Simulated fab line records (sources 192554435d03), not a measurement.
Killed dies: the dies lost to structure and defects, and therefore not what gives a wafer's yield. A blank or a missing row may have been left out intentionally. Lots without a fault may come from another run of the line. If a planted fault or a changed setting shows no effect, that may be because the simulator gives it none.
Matching of chambers + flow n5Finfet + rieDiel-01 running N5_BEOL_M13_ETCH_68: 4 sister chambers
The step etches SOC in N2/H2, time 355 s. 18 wafers are shown with their chamber, then 9 later ones without.

## WAFERS, EACH WITH ITS CHAMBER
| wafer  | chamber | showerheadPlenumPTorr (Torr) | drypumpMotorCurrentA (A) | throttleValvePct (%) |
|--------|---------|------------------------------|--------------------------|----------------------|
| L074.1 | 3       | 2.59                         | 6.1                      | 17.64                |
| L074.3 | 0       | 2.49                         | 5.4                      | 17.72                |
| L074.5 | 3       | 2.59                         | 6.1                      | 17.62                |
| L083.2 | 0       | 2.48                         | 5.4                      | 17.77                |
| L083.3 | 3       | 2.58                         | 6.1                      | 17.67                |
| L083.4 | 1       | 2.71                         | 5.6                      | 17.80                |
| L084.4 | 0       | 2.48                         | 5.4                      | 17.77                |
| L084.5 | 0       | 2.47                         | 5.4                      | 17.77                |
| L084.6 | 1       | 2.71                         | 5.6                      | 17.80                |
| L086.3 | 3       | 2.58                         | 6.1                      | 17.70                |
| L086.5 | 1       | 2.70                         | 5.7                      | 17.82                |
| L086.6 | 0       | 2.47                         | 5.4                      | 17.77                |
| L087.2 | 0       | 2.47                         | 5.4                      | 17.79                |
| L087.4 | 2       | 2.55                         | 5.7                      | 18.08                |
| L087.6 | 2       | 2.55                         | 5.7                      | 18.07                |
| L095.4 | 2       | 2.55                         | 5.7                      | 18.11                |
| L095.5 | 0       | 2.47                         | 5.4                      | 17.79                |
| L095.6 | 3       | 2.57                         | 6.0                      | 17.73                |

SIGNATURES (averages over the wafers above)
| reading               | chamber 0 | chamber 1 | chamber 2 | chamber 3 | scatter within a chamber |
|-----------------------|-----------|-----------|-----------|-----------|--------------------------|
| showerheadPlenumPTorr | 2.4757    | 2.7067    | 2.5500    | 2.5820    | 0.00716                  |
| drypumpMotorCurrentA  | 5.400     | 5.633     | 5.700     | 6.080     | 0.0324                   |
| throttleValvePct      | 17.7686   | 17.8067   | 18.0867   | 17.6720   | 0.0296                   |
Rule: a wafer lies at a distance from a chamber equal to the root of the sum of squares, over the readings, of (its reading less the chamber's mean, divided by the reading's scatter). If the next closest chamber is less than 2 further off than the closest, the wafer can't be placed; otherwise it belongs to the closest. The scatter: the root of (the sum of the squares of (reading less its chamber's mean) over the shown wafers, divided by (wafers less chambers)).

## WAFERS WITHOUT THEIR CHAMBER
| wafer  | showerheadPlenumPTorr (Torr) | drypumpMotorCurrentA (A) | throttleValvePct (%) |
|--------|------------------------------|--------------------------|----------------------|
| L091.1 | 2.47                         | 5.4                      | 17.80                |
| L091.2 | 2.57                         | 6.1                      | 17.70                |
| L091.3 | 2.55                         | 5.7                      | 18.10                |
| L094.1 | 2.47                         | 5.4                      | 17.80                |
| L094.5 | 2.69                         | 5.6                      | 17.86                |
| L094.6 | 2.46                         | 5.4                      | 17.81                |
| L089.1 | 2.46                         | 5.4                      | 17.81                |
| L089.2 | 2.54                         | 5.7                      | 18.12                |
| L089.3 | 2.57                         | 6.1                      | 17.74                |

## THE CHAMBER EACH PASSED THROUGH
| wafer  | from the rows above | in truth |
|--------|---------------------|----------|
| L091.1 | 0                   | 0        |
| L091.2 | 3                   | 3        |
| L091.3 | 2                   | 2        |
| L094.1 | 0                   | 0        |
| L094.5 | 1                   | 1        |
| L094.6 | 0                   | 0        |
| L089.1 | 0                   | 0        |
| L089.2 | 2                   | 2        |
| L089.3 | 3                   | 3        |
Placed correctly: 9 of 9. Not placeable from these rows: 0. 0 placed wrongly.
